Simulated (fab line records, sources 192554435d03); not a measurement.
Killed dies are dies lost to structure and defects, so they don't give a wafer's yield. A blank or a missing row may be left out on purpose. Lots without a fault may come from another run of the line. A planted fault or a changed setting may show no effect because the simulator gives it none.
fab line records | flow n5_finfet | part 2 of 2: steps 37 to 37 of 37
record lots=6 wafers=18 last_day=16
route steps=1938 shown BEOL_M2@889 BEOL_M4@1111 PASSIVATION@1936
lots that met no fault: from a run of the same line without faults
start_h: hours from the record's first day to the start of the lot's first wafer shown | wait_h: hours since the lot's step before | " the same as in the row above | L1.1+2: a row that stands for several wafers | - no value, or no start given | * or withheld: withheld | < > ~ a bound
route shown NAME@n: a module of which the file shows steps, and the number in the route of the first | usual: mean/standard deviation of fault-free wafers | same: alike in all rows | chamber/n: place in a boat | sites: the reading at each site | _std_site: their standard deviation | _edge_site: outer sites' mean less inner sites' | radius_mm: how far each site lies from the wafer's centre | mask NAME#n: copy n | behind: the tool/chamber that last shaped the wafer | hold: why the lot was held/for how many hours/how that ended | device: the transistor (n, p or np) that didn't switch | end of line: the same wafers' tests at the end of the route | a step without rows: its recipe alone | killed: dies lost to structure and defects at the first sort, not the wafer's yield | map: a wafer's dies, x killed, . not, _ none there
set.NAME: the setting as run; set.NAME@STEP: as run at that earlier step | model.NAME: the simulator's own value behind a step, which no gauge read
lots at some steps of the route; a table a step, a row a wafer
services: from which hour (start_h, from the record's first day; less than 0 if before it) a tool's chamber was out of use, for how many hours, and why
## steps
# step N5_PASSIVATION_PROBE_49
# usual defect_limited_yield=91.3/1.3 killed_at_M0_to_M3=32/11 killed_at_M4_up=15/5.6 killed_at_contacts=12/6 killed_at_front_end=40/11 killed_at_other=3.5/2.6 killed_dies=102/15 killed_on_rim=13/3.4 killed_open=67/12 killed_short=34/7.3 sort_bin_4_leakage=0/0 sort_bin_5_function=5.1/0.85 sort_bin_6_memory=3.2/0.61 sort_n_pass=1078/15 sort_yield_pct=91.3/1.3
# same gross_dies=1180 killed_at_back_side=0 sort_bin_8_speed[%]=0
# columns lot.wafer tool chamber start_h wait_h defect_limited_yield[%] killed_at_M0_to_M3 killed_at_M4_up killed_at_contacts killed_at_front_end killed_at_other killed_dies killed_on_rim killed_open killed_short sort_bin_4_leakage[%] sort_bin_5_function[%] sort_bin_6_memory[%] sort_n_pass sort_yield_pct[%]
L957.1 prober-01 - 279.47 0.0 91.0 29 5 8 61 3 106 12 69 37 0 5.3 3.5 1074 91.0
L957.2 prober-01 - 279.52 0.1 91.9 24 8 13 46 4 95 10 56 38 0 4.2 3.8 1085 91.9
L957.5 prober-01 - 279.67 0.2 92.4 26 6 16 38 4 90 12 58 32 0 4.7 2.7 1090 92.4
L965.2 prober-01 - 319.99 0.1 0 1117 10 9 38 6 1180 152 61 32 91.95 5.5 2.4 0 0
L965.3 prober-01 - 320.04 0.1 0 1108 17 13 37 5 1180 152 84 41 89.15 6.7 3.3 0 0
L965.6 prober-01 - 320.19 0.3 0 1114 11 12 39 4 1180 152 61 36 91.53 4.5 3.7 0 0
L966.1 prober-02 - 335.78 0.0 0 1116 20 10 33 1 1180 152 55 35 92.37 4.8 2.5 0 0
L966.3 prober-02 - 335.88 0.1 0 1121 21 9 26 3 1180 152 69 33 91.27 4.9 3.7 0 0
L966.5 prober-02 - 335.98 0.2 0 1105 9 18 46 2 1180 152 84 36 89.75 6.3 3.7 0 0
L973.3 prober-02 - 361.10 0.1 91.2 25 22 10 42 5 104 10 72 32 0 6.0 2.6 1076 91.2
L973.5 prober-02 - 361.20 0.2 91.2 32 23 17 30 2 104 9 68 35 0 5.5 3.1 1076 91.2
L973.6 prober-02 - 361.25 0.3 90.9 33 25 11 31 7 107 14 74 31 0 5.5 3.3 1073 90.9
L975.2 prober-01 - 382.67 0.1 90.0 31 16 26 41 4 118 16 78 38 0 6.4 3.1 1062 90.0
L975.3 prober-01 - 382.72 0.1 90.7 38 19 14 36 3 110 14 76 33 0 5.8 3.1 1070 90.7
L975.6 prober-01 - 382.87 0.3 91.3 34 12 31 23 3 103 16 69 32 0 5.0 3.7 1077 91.3
L976.4 prober-02 - 389.15 0.2 93.2 28 6 22 23 1 80 12 54 26 0 4.1 2.6 1100 93.2
L976.5 prober-02 - 389.20 0.2 94.9 21 6 7 26 0 60 8 38 21 0 3.0 1.9 1120 94.9
L976.6 prober-02 - 389.25 0.3 91.0 36 8 20 38 4 106 12 71 35 0 5.0 3.8 1074 91.0
# killed by level:class
L957.1 FIN_SAQP:geometric_particle:open=16 FIN_SAQP:geometric_particle:short=14 BEOL_M0_SAQP:geometric_particle:short=9 STI_FIN_REVEAL:geometric_particle:open=7 MOL_CONTACT_COAG:geometric_particle:open=7 DUMMY_GATE:geometric_particle:open=6 BEOL_M0_SAQP:geometric_particle:open=5 BEOL_M3:geometric_particle:open=5
L957.2 MOL_CONTACT_COAG:geometric_particle:open=10 FIN_SAQP:geometric_particle:short=9 STI_FIN_REVEAL:geometric_particle:open=8 BEOL_M0_SAQP:geometric_particle:short=8 FIN_SAQP:geometric_particle:open=6 DUMMY_GATE:geometric_particle:open=6 BEOL_M2:geometric_particle:open=5 GATE_CUT:geometric_particle:short=4
L957.5 MOL_CONTACT_COAG:geometric_particle:open=14 FIN_SAQP:geometric_particle:short=8 FIN_SAQP:geometric_particle:open=8 STI_FIN_REVEAL:geometric_particle:open=7 BEOL_M0_SAQP:geometric_particle:short=7 BEOL_M2:geometric_particle:open=6 BEOL_M1:geometric_particle:open=4 BEOL_M6:geometric_particle:open=3
L965.2 BEOL_M2:area_ald=1069 M2:area_ald=16 BEOL_M0_SAQP:geometric_particle:short=11 BEOL_M0_SAQP:geometric_particle:open=9 DUMMY_GATE:geometric_particle:open=7 MOL_CONTACT_COAG:geometric_particle:open=7 FIN_SAQP:geometric_particle:open=5 STI_FIN_REVEAL:geometric_particle:open=5
L965.3 BEOL_M2:area_ald=1034 BEOL_M0_SAQP:geometric_particle:open=21 M2:area_ald=18 BEOL_M3:geometric_particle:open=12 FIN_SAQP:geometric_particle:short=9 MOL_CONTACT_COAG:geometric_particle:open=9 BEOL_M0_SAQP:geometric_particle:short=9 FIN_SAQP:geometric_particle:open=8
L965.6 BEOL_M2:area_ald=1068 BEOL_M0_SAQP:geometric_particle:open=15 BEOL_M0_SAQP:geometric_particle:short=12 M2:area_ald=12 FIN_SAQP:geometric_particle:short=10 MOL_CONTACT_COAG:geometric_particle:open=10 FIN_SAQP:geometric_particle:open=9 STI_FIN_REVEAL:geometric_particle:open=7
L966.1 BEOL_M2:area_ald=1067 M2:area_ald=23 FIN_SAQP:geometric_particle:open=10 FIN_SAQP:geometric_particle:short=10 BEOL_M4:geometric_particle:open=8 BEOL_M1:geometric_particle:open=8 MOL_CONTACT_COAG:geometric_particle:open=8 BEOL_M3:geometric_particle:open=7
L966.3 BEOL_M2:area_ald=1053 M2:area_ald=24 BEOL_M0_SAQP:geometric_particle:open=16 BEOL_M4:geometric_particle:open=13 BEOL_M1:geometric_particle:open=9 FIN_SAQP:geometric_particle:open=7 FIN_SAQP:geometric_particle:short=5 MOL_CONTACT_COAG:geometric_particle:open=5
L966.5 BEOL_M2:area_ald=1038 M2:area_ald=21 MOL_CONTACT_COAG:geometric_particle:open=16 FIN_SAQP:geometric_particle:short=13 BEOL_M1:geometric_particle:open=13 FIN_SAQP:geometric_particle:open=10 BEOL_M2:geometric_particle:open=9 ILD0:geometric_particle:open=7
L973.3 BEOL_M4:geometric_particle:open=12 MOL_CONTACT_COAG:geometric_particle:open=9 FIN_SAQP:geometric_particle:open=8 FIN_SAQP:geometric_particle:short=6 STI_FIN_REVEAL:geometric_particle:open=6 GATE_CUT:geometric_particle:short=6 BEOL_M0:geometric_particle:short=5 ILD0:geometric_particle:open=4
L973.5 MOL_CONTACT_COAG:geometric_particle:open=16 BEOL_M4:geometric_particle:open=14 BEOL_M2:geometric_particle:open=7 BEOL_M0_SAQP:geometric_particle:open=6 BEOL_M2:geometric_particle:short=6 STI_FIN_REVEAL:geometric_particle:open=5 BEOL_M0:geometric_particle:short=5 FIN_SAQP:geometric_particle:short=4
L973.6 BEOL_M4:geometric_particle:open=17 MOL_CONTACT_COAG:geometric_particle:open=10 FIN_SAQP:geometric_particle:short=7 BEOL_M2:geometric_particle:open=7 BEOL_M0_SAQP:geometric_particle:open=6 BEOL_M1:geometric_particle:open=6 FIN_SAQP:geometric_particle:open=5 STI_FIN_REVEAL:geometric_particle:open=5
L975.2 MOL_CONTACT_COAG:geometric_particle:open=21 STI_FIN_REVEAL:geometric_particle:open=11 BEOL_M1:geometric_particle:open=8 FIN_SAQP:geometric_particle:open=7 BEOL_M4:geometric_particle:open=7 FIN_SAQP:geometric_particle:short=6 BEOL_M1:geometric_particle:short=6 MOL_CONTACT_COAG:geometric_particle:short=5
L975.3 MOL_CONTACT_COAG:geometric_particle:open=14 BEOL_M1:geometric_particle:open=10 STI_FIN_REVEAL:geometric_particle:open=9 BEOL_M4:geometric_particle:open=8 BEOL_M0_SAQP:geometric_particle:short=7 BEOL_M0:geometric_particle:open=6 BEOL_M3:geometric_particle:open=6 FIN_SAQP:geometric_particle:short=5
L975.6 MOL_CONTACT_COAG:geometric_particle:open=22 MOL_CONTACT_COAG:geometric_particle:short=9 BEOL_M0_SAQP:geometric_particle:open=8 BEOL_M1:geometric_particle:open=7 BEOL_M3:geometric_particle:open=7 GATE_CUT:geometric_particle:short=6 BEOL_M0_SAQP:geometric_particle:short=6 BEOL_M4:geometric_particle:open=5
L976.4 MOL_CONTACT_COAG:geometric_particle:open=18 BEOL_M2:geometric_particle:open=10 BEOL_M0_SAQP:geometric_particle:short=7 FIN_SAQP:geometric_particle:short=6 STI_FIN_REVEAL:geometric_particle:open=4 MOL_CONTACT_COAG:geometric_particle:short=4 FIN_SAQP:geometric_particle:open=3 BEOL_M3:geometric_particle:open=3
L976.5 MOL_CONTACT_COAG:geometric_particle:open=6 BEOL_M1:geometric_particle:open=6 FIN_SAQP:geometric_particle:short=4 BEOL_M2:geometric_particle:open=4 STARTING-WAFER:geometric_particle:short=4 STI_FIN_REVEAL:geometric_particle:open=3 BEOL_M0_SAQP:geometric_particle:open=3 GATE_CUT:geometric_particle:short=3
L976.6 MOL_CONTACT_COAG:geometric_particle:open=15 BEOL_M3:geometric_particle:open=9 STI_FIN_REVEAL:geometric_particle:open=8 BEOL_M0_SAQP:geometric_particle:open=8 BEOL_M2:geometric_particle:open=8 FIN_SAQP:geometric_particle:open=5 MOL_CONTACT_COAG:geometric_particle:short=5 BEOL_M0_SAQP:geometric_particle:short=5
# map L965.2 (x killed, . not)
_________________xxxxxxxxxxxx________________
______________xxxxxxxxxxxxxxxxxx_____________
___________xxxxxxxxxxxxxxxxxxxxxxxx__________
__________xxxxxxxxxxxxxxxxxxxxxxxxxx_________
________xxxxxxxxxxxxxxxxxxxxxxxxxxxxxx_______
_______xxxxxxxxxxxxxxxxxxxxxxxxxxxxxxxx______
______xxxxxxxxxxxxxxxxxxxxxxxxxxxxxxxxxx_____
_____xxxxxxxxxxxxxxxxxxxxxxxxxxxxxxxxxxxx____
____xxxxxxxxxxxxxxxxxxxxxxxxxxxxxxxxxxxxxx___
___xxxxxxxxxxxxxxxxxxxxxxxxxxxxxxxxxxxxxxxx__
___xxxxxxxxxxxxxxxxxxxxxxxxxxxxxxxxxxxxxxxx__
__xxxxxxxxxxxxxxxxxxxxxxxxxxxxxxxxxxxxxxxxxx_
__xxxxxxxxxxxxxxxxxxxxxxxxxxxxxxxxxxxxxxxxxx_
_xxxxxxxxxxxxxxxxxxxxxxxxxxxxxxxxxxxxxxxxxxxx
_xxxxxxxxxxxxxxxxxxxxxxxxxxxxxxxxxxxxxxxxxxxx
_xxxxxxxxxxxxxxxxxxxxxxxxxxxxxxxxxxxxxxxxxxxx
_xxxxxxxxxxxxxxxxxxxxxxxxxxxxxxxxxxxxxxxxxxxx
_xxxxxxxxxxxxxxxxxxxxxxxxxxxxxxxxxxxxxxxxxxxx
_xxxxxxxxxxxxxxxxxxxxxxxxxxxxxxxxxxxxxxxxxxxx
_xxxxxxxxxxxxxxxxxxxxxxxxxxxxxxxxxxxxxxxxxxxx
_xxxxxxxxxxxxxxxxxxxxxxxxxxxxxxxxxxxxxxxxxxxx
__xxxxxxxxxxxxxxxxxxxxxxxxxxxxxxxxxxxxxxxxxx_
__xxxxxxxxxxxxxxxxxxxxxxxxxxxxxxxxxxxxxxxxxx_
___xxxxxxxxxxxxxxxxxxxxxxxxxxxxxxxxxxxxxxxx__
___xxxxxxxxxxxxxxxxxxxxxxxxxxxxxxxxxxxxxxxx__
____xxxxxxxxxxxxxxxxxxxxxxxxxxxxxxxxxxxxxx___
_____xxxxxxxxxxxxxxxxxxxxxxxxxxxxxxxxxxxx____
______xxxxxxxxxxxxxxxxxxxxxxxxxxxxxxxxxx_____
_______xxxxxxxxxxxxxxxxxxxxxxxxxxxxxxxx______
________xxxxxxxxxxxxxxxxxxxxxxxxxxxxxx_______
__________xxxxxxxxxxxxxxxxxxxxxxxxxx_________
___________xxxxxxxxxxxxxxxxxxxxxxxx__________
______________xxxxxxxxxxxxxxxxxx_____________
_________________xxxxxxxxxxxx________________
# map L966.1 (x killed, . not)
_________________xxxxxxxxxxxx________________
______________xxxxxxxxxxxxxxxxxx_____________
___________xxxxxxxxxxxxxxxxxxxxxxxx__________
__________xxxxxxxxxxxxxxxxxxxxxxxxxx_________
________xxxxxxxxxxxxxxxxxxxxxxxxxxxxxx_______
_______xxxxxxxxxxxxxxxxxxxxxxxxxxxxxxxx______
______xxxxxxxxxxxxxxxxxxxxxxxxxxxxxxxxxx_____
_____xxxxxxxxxxxxxxxxxxxxxxxxxxxxxxxxxxxx____
____xxxxxxxxxxxxxxxxxxxxxxxxxxxxxxxxxxxxxx___
___xxxxxxxxxxxxxxxxxxxxxxxxxxxxxxxxxxxxxxxx__
___xxxxxxxxxxxxxxxxxxxxxxxxxxxxxxxxxxxxxxxx__
__xxxxxxxxxxxxxxxxxxxxxxxxxxxxxxxxxxxxxxxxxx_
__xxxxxxxxxxxxxxxxxxxxxxxxxxxxxxxxxxxxxxxxxx_
_xxxxxxxxxxxxxxxxxxxxxxxxxxxxxxxxxxxxxxxxxxxx
_xxxxxxxxxxxxxxxxxxxxxxxxxxxxxxxxxxxxxxxxxxxx
_xxxxxxxxxxxxxxxxxxxxxxxxxxxxxxxxxxxxxxxxxxxx
_xxxxxxxxxxxxxxxxxxxxxxxxxxxxxxxxxxxxxxxxxxxx
_xxxxxxxxxxxxxxxxxxxxxxxxxxxxxxxxxxxxxxxxxxxx
_xxxxxxxxxxxxxxxxxxxxxxxxxxxxxxxxxxxxxxxxxxxx
_xxxxxxxxxxxxxxxxxxxxxxxxxxxxxxxxxxxxxxxxxxxx
_xxxxxxxxxxxxxxxxxxxxxxxxxxxxxxxxxxxxxxxxxxxx
__xxxxxxxxxxxxxxxxxxxxxxxxxxxxxxxxxxxxxxxxxx_
__xxxxxxxxxxxxxxxxxxxxxxxxxxxxxxxxxxxxxxxxxx_
___xxxxxxxxxxxxxxxxxxxxxxxxxxxxxxxxxxxxxxxx__
___xxxxxxxxxxxxxxxxxxxxxxxxxxxxxxxxxxxxxxxx__
____xxxxxxxxxxxxxxxxxxxxxxxxxxxxxxxxxxxxxx___
_____xxxxxxxxxxxxxxxxxxxxxxxxxxxxxxxxxxxx____
______xxxxxxxxxxxxxxxxxxxxxxxxxxxxxxxxxx_____
_______xxxxxxxxxxxxxxxxxxxxxxxxxxxxxxxx______
________xxxxxxxxxxxxxxxxxxxxxxxxxxxxxx_______
__________xxxxxxxxxxxxxxxxxxxxxxxxxx_________
___________xxxxxxxxxxxxxxxxxxxxxxxx__________
______________xxxxxxxxxxxxxxxxxx_____________
_________________xxxxxxxxxxxx________________
## services
# columns tool chamber start_h hours kind
rie_diel-04 2 121.14 23.0 repair
rie_diel-05 0 131.14 2.1 repair
rie_diel-04 0 140.08 11.9 repair
cmp-02 - 140.25 1.0 repair
rie_diel-02 2 148.16 3.1 repair
ald_metal-04 - 152.22 2.8 pm
rie_diel-04 0 167.44 22.2 repair
cmp-01 - 168.70 2.6 repair
cmp-03 - 171.20 1.1 repair
rie_diel-04 - 173.55 2.8 pm
cmp-02 - 179.64 2.0 repair
rie_diel-02 - 192.50 0.7 repair
rie_diel-04 1 193.71 6.3 repair
rie_diel-02 0 201.88 9.7 repair
cmp-03 - 215.10 5.7 pm
rie_diel-02 0 215.95 - clean
rie_diel-02 0 215.95 - consumable_replace:focus_ring
rie_diel-02 0 215.95 - consumable_replace:showerhead
cmp-02 - 222.81 3.8 repair
cmp-03 - 224.84 4.0 pm
ald_metal-03 1 225.02 26.7 repair
rie_diel-04 0 233.87 4.2 repair
rie_diel-04 2 248.81 4.0 repair
ald_metal-04 - 261.88 1.0 repair
## key
first_sign step=N5_BEOL_M2_ALD_84 reading=tool_record direction=missing
effect step=N5_BEOL_M2_CMP_52 reading=barrier_field_endpoint_s direction=down sigmas=3.4 usual=24.8 struck=23.0
effect step=N5_PASSIVATION_PROBE_49 reading=sort_bin_4_leakage direction=up sigmas=99+ usual=0 struck=91.00
more_kills_born_at N5_BEOL_M2_ALD_84@ald_metal-01=3226 N5_BEOL_M2_ALD_84@ald_metal-03=3216
met_at N5_BEOL_M2_ALD_84
struck_wafers L965.2,L965.3,L965.6,L966.1,L966.3,L966.5
later_rows_left_out L965.2,L965.3,L965.6,L966.1,L966.3,L966.5
fault kind=skipped_step_whole tool=ald_metal-01,ald_metal-03 chamber=- onset_h=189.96 steps=N5_BEOL_M2_ALD_84 scope=struck_lots_only
# later_rows_left_out: the simulator's readings of these wafers behind a module that went badly wrong aren't trusted and aren't shown, but for the sort
